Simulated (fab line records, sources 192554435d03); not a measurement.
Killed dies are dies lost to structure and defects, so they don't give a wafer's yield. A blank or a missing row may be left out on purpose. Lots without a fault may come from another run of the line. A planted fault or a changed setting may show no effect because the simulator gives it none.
What tool caused it? / flow n5_finfet / at 1 step of a route of 1938, 11 lots with 33 wafers sampled

WHAT THE GAUGES READ, wafer by wafer
N5_BEOL_M6_THK_MEAS_53: measures by xrf.
lot=L643; measured=day 8 22:31; on=film_metro-02; M6_THK (nm)=77.3 80.4 79.4
lot=L646; measured=day 9 06:58; on=film_metro-02; M6_THK (nm)=82.4 80.0 85.0
lot=L645; measured=day 9 11:30; on=film_metro-01; M6_THK (nm)=78.3 79.8 79.0
lot=L649; measured=day 10 12:11; on=film_metro-02; M6_THK (nm)=77.3 79.9 76.8
lot=L651; measured=day 10 13:45; on=film_metro-02; M6_THK (nm)=77.0 76.4 79.4
lot=L650; measured=day 10 18:29; on=film_metro-01; M6_THK (nm)=83.2 79.8 81.7
lot=L657; measured=day 12 02:44; on=film_metro-01; M6_THK (nm)=80.7 80.6 79.6
lot=L659; measured=day 13 03:25; on=film_metro-02; M6_THK (nm)=78.0 79.1 77.4
lot=L661; measured=day 13 10:07; on=film_metro-01; M6_THK (nm)=82.4 80.2 81.3
lot=L663; measured=day 14 01:20; on=film_metro-01; M6_THK (nm)=82.5 85.3 82.3
lot=L664; measured=day 14 05:19; on=film_metro-01; M6_THK (nm)=75.6 77.8 76.5

WHICH TOOL RAN EACH LOT (tool, then ch and the chambers of the sampled wafers, then the start)
There is no process step in the record ahead of these readings.

THE ANSWER, worked out from the rows above alone
Rule: what is usual is taken from the lots themselves. The widest of any qualifying gaps counts: lots, ordered by their means at a reading, are off when they make up no more than a third of the lots, leave a main group of 4 or more, and stand apart from it by 3 or more times the standard deviation of that group's means. A main group whose means are all the same, to the digits that the tables above print for the reading, isn't used. Also off: a lot with no number at a reading for which 4 or more lots have one. Where the step has rows for the other lots, those lots are counted as sound.
None of the lots is off at any reading shown; this tells nothing.

WHAT THE SIMULATOR HAD INSERTED
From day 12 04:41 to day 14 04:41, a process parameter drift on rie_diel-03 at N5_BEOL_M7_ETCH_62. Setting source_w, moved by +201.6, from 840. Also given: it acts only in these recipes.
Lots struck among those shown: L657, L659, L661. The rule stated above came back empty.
